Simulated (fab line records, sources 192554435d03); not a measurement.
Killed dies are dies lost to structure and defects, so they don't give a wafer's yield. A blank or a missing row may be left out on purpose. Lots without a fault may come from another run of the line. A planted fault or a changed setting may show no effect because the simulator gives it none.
Which tool did it? | flow n5_finfet | 24 lots, 72 wafers sampled, at 4 steps of a route of 1938

WHAT THE GAUGES READ, wafer by wafer
N5_BEOL_M8_THK_MEAS_01. Usual: M8_ILD_THK 155.5 nm, standard deviation 1.8.
lot  | measured     | on            | M8_ILD_THK (nm)   | flag
L074 | day 9 21:15  | film_metro-02 | 156.6 155.8 154.3 |
L075 | day 10 09:34 | film_metro-01 | 151.5 155.0 155.7 |
L077 | day 10 15:17 | film_metro-02 | 155.0 157.6 158.2 |
L076 | day 10 21:10 | film_metro-02 | 153.5 155.8 156.3 |
L078 | day 11 00:05 | film_metro-01 | 154.4 156.2 155.8 |
L080 | day 11 02:20 | film_metro-01 | 154.5 154.4 156.6 |
L079 | day 11 04:23 | film_metro-02 | 154.9 152.8 157.0 |
L081 | day 11 18:10 | film_metro-02 | 155.9 154.8 157.9 |
L083 | day 12 02:53 | film_metro-01 | 154.7 157.5 157.0 |
L082 | day 12 04:31 | film_metro-02 | 152.3 155.3 154.5 |
L084 | day 12 21:07 | film_metro-02 | 153.8 156.2 157.5 |
L085 | day 13 04:19 | film_metro-01 | 154.3 156.6 156.4 |
L086 | day 13 04:46 | film_metro-01 | 155.1 156.9 157.3 |
L087 | day 13 06:13 | film_metro-01 | 152.2 157.8 155.5 |
L089 | day 13 08:39 | film_metro-01 | 155.4 156.0 156.7 |
L088 | day 13 18:05 | film_metro-02 | 154.1 155.6 157.3 |
L090 | day 14 02:34 | film_metro-01 | 153.9 151.4 151.5 |
L091 | day 14 07:02 | film_metro-01 | 155.6 155.1 155.6 |
L092 | day 14 07:29 | film_metro-01 | 152.4 152.3 151.3 |
L094 | day 14 23:08 | film_metro-02 | 155.4 157.6 157.8 |
L095 | day 15 06:13 | film_metro-01 | 153.9 154.0 157.4 |
L093 | day 15 06:41 | film_metro-02 | 154.4 156.7 158.3 |
L096 | day 15 10:04 | film_metro-01 | 153.9 154.3 157.2 |
L097 | day 15 14:16 | film_metro-02 | 154.9 157.9 157.0 |

N5_BEOL_M8_INSPECT_13: inspects for defects (brightfield). Usual: raw_defect_count 383, standard deviation 88.
lot  | measured     | on                | raw_defect_count | flag
L074 | day 9 23:12  | defect_inspect-02 | 307 269 370      |
L075 | day 10 10:26 | defect_inspect-01 | 394 300 340      |
L077 | day 10 16:12 | defect_inspect-01 | 307 241 291      |
L076 | day 10 23:47 | defect_inspect-01 | 322 310 306      |
L078 | day 11 00:37 | defect_inspect-02 | 404 528 506      |
L080 | day 11 03:05 | defect_inspect-01 | 393 483 349      |
L079 | day 11 07:14 | defect_inspect-01 | 397 374 396      |
L081 | day 11 20:13 | defect_inspect-01 | 493 440 340      |
L083 | day 12 04:14 | defect_inspect-01 | 393 463 460      |
L082 | day 12 07:10 | defect_inspect-02 | 444 444 506      |
L084 | day 12 23:07 | defect_inspect-01 | 481 352 487      |
L085 | day 13 06:01 | defect_inspect-01 | 425 273 508      |
L086 | day 13 06:29 | defect_inspect-02 | 529 636 428      |
L087 | day 13 07:18 | defect_inspect-02 | 353 240 457      |
L089 | day 13 10:10 | defect_inspect-01 | 272 367 269      |
L088 | day 13 19:27 | defect_inspect-01 | 291 288 364      |
L090 | day 14 04:37 | defect_inspect-01 | 351 285 301      |
L091 | day 14 10:39 | defect_inspect-02 | 442 326 419      |
L092 | day 14 10:49 | defect_inspect-01 | 316 356 353      |
L094 | day 15 00:26 | defect_inspect-02 | 319 447 478      |
L095 | day 15 08:05 | defect_inspect-02 | 427 313 476      |
L093 | day 15 08:17 | defect_inspect-02 | 404 472 438      |
L096 | day 15 12:02 | defect_inspect-02 | 491 409 465      |
L097 | day 15 16:14 | defect_inspect-02 | 355 420 406      |

WHICH TOOL RAN EACH LOT (tool, then ch and the chambers of the sampled wafers, then the start)
lot  | N5_BEOL_M7_ALD_77                   | N5_BEOL_M7_CMP_52
L074 | ald_metal-01 ch 0,1,3, day 9 19:08  | cmp-01 ch 0,1,3, day 9 20:13
L075 | ald_metal-02 ch 2,3, day 10 05:20   | cmp-03 ch 0,3, day 10 08:28
L077 | ald_metal-01 ch 0,1,3, day 10 12:38 | cmp-03 ch 0,1,2, day 10 14:14
L076 | ald_metal-01 ch 0,2,3, day 10 15:59 | cmp-03 ch 0,1,3, day 10 20:05
L078 | ald_metal-03 ch 1,3, day 10 20:20   | cmp-03 ch 1,3, day 10 23:01
L080 | ald_metal-02 ch 1,2,3, day 10 23:37 | cmp-03 ch 1,3, day 11 01:16
L079 | ald_metal-01 ch 0,1,3, day 11 00:07 | cmp-01 ch 0,1,3, day 11 03:22
L081 | ald_metal-01 ch 0,1,2, day 11 14:41 | cmp-04 ch 2,3, day 11 17:05
L083 | ald_metal-01 ch 2,3, day 11 23:22   | cmp-01 ch 1,2,3, day 12 01:53
L082 | ald_metal-01 ch 0,1, day 12 02:06   | cmp-03 ch 0,1, day 12 03:27
L084 | ald_metal-02 ch 1,3, day 12 18:24   | cmp-03 ch 0,1,3, day 12 19:45
L085 | ald_metal-02 ch 1,2,3, day 13 00:14 | cmp-03 ch 1,2, day 13 01:23
L086 | ald_metal-01 ch 1,2,3, day 13 00:49 | cmp-03 ch 0,2,3, day 13 02:13
L087 | ald_metal-03 ch 0,1,3, day 13 03:13 | cmp-01 ch 0,3, day 13 04:26
L089 | ald_metal-01 ch 0,1,3, day 13 06:37 | cmp-03 ch 0,2,3, day 13 07:34
L088 | ald_metal-02 ch 0,1,2, day 13 15:09 | cmp-01 ch 0,3, day 13 17:01
L090 | ald_metal-03 ch 0,2,3, day 14 00:04 | cmp-04 ch 0,2,3, day 14 01:19
L091 | ald_metal-01 ch 2,3, day 14 04:26   | cmp-03 ch 2,3, day 14 05:58
L092 | ald_metal-03 ch 0,1,3, day 14 04:30 | cmp-03 ch 0,1,2, day 14 06:25
L094 | ald_metal-01 ch 0,1, day 14 20:29   | cmp-03 ch 0,2, day 14 22:03
L095 | ald_metal-02 ch 0,1, day 15 03:41   | cmp-01 ch 0,2, day 15 05:10
L093 | ald_metal-02 ch 2,3, day 15 04:19   | cmp-03 ch 1,3, day 15 05:31
L096 | ald_metal-03 ch 0,1,2, day 15 07:52 | cmp-03 ch 1,2, day 15 08:59
L097 | ald_metal-03 ch 0,2, day 15 12:02   | cmp-04 ch 0,3, day 15 13:12
- N5_BEOL_M7_ALD_77: deposits TaN, target thk 2 nm, pulse time 2 s, purge time 3 s.
- N5_BEOL_M7_CMP_52: polishes, stops on SiCOH lowk, t overpolish 6.9 s, target thk 80 nm.

WHAT THE TOOLS THEMSELVES READ (means of the sampled wafers that have a number; where no wafer has one, the mark that the record gives instead)
N5_BEOL_M7_ALD_77. Usual: heater_power_w 435 W, standard deviation 53.
lot  | tool         | heater_power_w (W) | flag
L074 | ald_metal-01 | 469                |
L075 | ald_metal-02 | 375                |
L077 | ald_metal-01 | 471                |
L076 | ald_metal-01 | 455                |
L078 | ald_metal-03 | 460                |
L080 | ald_metal-02 | 393                |
L079 | ald_metal-01 | 463                |
L081 | ald_metal-01 | 470                |
L083 | ald_metal-01 | 484                |
L082 | ald_metal-01 | 441                |
L084 | ald_metal-02 | 390                |
L085 | ald_metal-02 | 394                |
L086 | ald_metal-01 | 498                |
L087 | ald_metal-03 | 417                |
L089 | ald_metal-01 | 472                |
L088 | ald_metal-02 | 395                |
L090 | ald_metal-03 | 389                |
L091 | ald_metal-01 | 478                |
L092 | ald_metal-03 | 424                |
L094 | ald_metal-01 | 483                |
L095 | ald_metal-02 | 403                |
L093 | ald_metal-02 | 382                |
L096 | ald_metal-03 | 400                |
L097 | ald_metal-03 | 355                |

N5_BEOL_M7_CMP_52. Usual: barrier_field_endpoint_s 28.9 s, standard deviation 0.62; motor_current_A 6.3 A, standard deviation 0.76; overpolish_run_s 6.900 s, standard deviation 0.0093; slurry_filter_dp_kPa 13.51 kPa, standard deviation 0.16; time_to_endpoint_s 62.9 s, standard deviation 2.1.
lot  | tool   | barrier_field_endpoint_s (s) | motor_current_A (A) | overpolish_run_s (s) | slurry_filter_dp_kPa (kPa) | time_to_endpoint_s (s) | flag
L074 | cmp-01 | 28.8                         | 6.1                 | 6.898                | 13.56                      | 65.0                   |
L075 | cmp-03 | 28.8                         | 7.1                 | 6.893                | 13.51                      | 60.8                   |
L077 | cmp-03 | 29.2                         | 5.9                 | 6.897                | 13.48                      | 64.8                   |
L076 | cmp-03 | 28.0                         | 6.5                 | 6.897                | 13.47                      | 61.0                   |
L078 | cmp-03 | 28.4                         | 6.5                 | 6.900                | 13.49                      | 62.5                   |
L080 | cmp-03 | 29.4                         | 6.5                 | 6.896                | 13.42                      | 62.2                   |
L079 | cmp-01 | 28.9                         | 6.0                 | 6.901                | 13.50                      | 61.7                   |
L081 | cmp-04 | 29.5                         | 6.2                 | 6.898                | 13.52                      | 64.8                   |
L083 | cmp-01 | 29.0                         | 5.9                 | 6.908                | 13.55                      | 62.2                   |
L082 | cmp-03 | 29.0                         | 5.9                 | 6.905                | 13.57                      | 63.9                   |
L084 | cmp-03 | 29.0                         | 6.5                 | 6.905                | 13.50                      | 61.9                   |
L085 | cmp-03 | 28.8                         | 6.2                 | 6.901                | 13.52                      | 64.7                   |
L086 | cmp-03 | 29.1                         | 6.7                 | 6.894                | 13.55                      | 61.7                   |
L087 | cmp-01 | 28.7                         | 6.1                 | 6.899                | 13.69                      | 63.3                   |
L089 | cmp-03 | 28.8                         | 6.4                 | 6.899                | 13.48                      | 64.3                   |
L088 | cmp-01 | 28.7                         | 5.9                 | 6.892                | 13.55                      | 61.2                   |
L090 | cmp-04 | 27.9                         | 5.9                 | 6.895                | 13.44                      | 63.1                   |
L091 | cmp-03 | 29.5                         | 6.9                 | 6.899                | 13.40                      | 61.9                   |
L092 | cmp-03 | 29.4                         | 6.0                 | 6.897                | 13.63                      | 62.6                   |
L094 | cmp-03 | 29.4                         | 6.2                 | 6.907                | 13.42                      | 63.5                   |
L095 | cmp-01 | 28.7                         | 5.6                 | 6.898                | 13.47                      | 62.2                   |
L093 | cmp-03 | 28.3                         | 6.5                 | 6.902                | 13.48                      | 60.2                   |
L096 | cmp-03 | 29.0                         | 6.4                 | 6.902                | 13.49                      | 63.7                   |
L097 | cmp-04 | 28.1                         | 5.5                 | 6.893                | 13.64                      | 61.0                   |

THE ANSWER, worked out from the rows above alone
Rule: a lot is off if the mean of its wafers that have a number lies more than 3 standard deviations from the usual mean. A lot without any number at a reading at which 4 lots or more have one is off too. The other lots that the step has rows for count as sound. The gauges are gone through in route order, then the tools' own readings, and for those a lot's mean is taken as printed above. The first step at which some lot is off is used, and at that step the reading that is off furthest; a lot without a number counts as furthest.
No lot is off at any reading shown: from this, nothing can be told.

WHAT THE SIMULATOR HAD PUT IN
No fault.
